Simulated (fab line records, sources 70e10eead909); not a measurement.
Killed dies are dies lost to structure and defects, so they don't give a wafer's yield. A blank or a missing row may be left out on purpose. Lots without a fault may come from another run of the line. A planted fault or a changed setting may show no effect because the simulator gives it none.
Which tool did it? | flow nand_harc | 12 lots, 36 wafers sampled, at 1 step of a route of 1302

WHAT THE GAUGES READ, wafer by wafer
NHARC_A_M0_OVL_MEAS_10: pitch 160 nm.
lot  | measured     | on         | overlay_x_nm (nm)
L075 | day 23 14:38 | overlay-02 | 0.2 0.6 0.2
L076 | day 24 00:31 | overlay-01 | 0.7 0.1 0.2
L079 | day 24 07:02 | overlay-01 | 1.4 0.9 1.2
L081 | day 25 17:06 | overlay-01 | 1.7 1.2 1.2
L084 | day 26 12:22 | overlay-02 | 0.2 0.2 -0.1
L085 | day 27 07:37 | overlay-02 | 1.7 2.0 1.6
L087 | day 27 18:35 | overlay-01 | -0.8 -0.7 -0.9
L088 | day 28 12:37 | overlay-01 | -0.2 -0.9 -0.8
L090 | day 29 20:25 | overlay-02 | -0.1 -0.6 -0.5
L092 | day 30 15:34 | overlay-01 | 0.6 0.1 -0.1
L094 | day 31 06:08 | overlay-01 | -0.3 0.5 0.6
L097 | day 32 20:55 | overlay-01 | -0.4 -1.0 -0.9

WHICH TOOL RAN EACH LOT (tool, then ch and the chambers of the sampled wafers, then the start)
The record holds no process step before these readings.

THE ANSWER, worked out from the rows above alone
Rule: what is usual is taken from the lots themselves. Put in order of their means at a reading, lots are off if they are a third of the lots or fewer, leave a main group of 4 or more, and stand apart from it by a gap of 3 or more times the standard deviation of the main group's means; of several such gaps the widest counts. A main group whose means are all the same, to the digits that the tables above print for the reading, isn't used. A lot without any number at a reading at which 4 lots or more have one is off too. The other lots that the step has rows for count as sound.
No lot is off at any reading shown: from this, nothing can be told.

WHAT THE SIMULATOR HAD PUT IN
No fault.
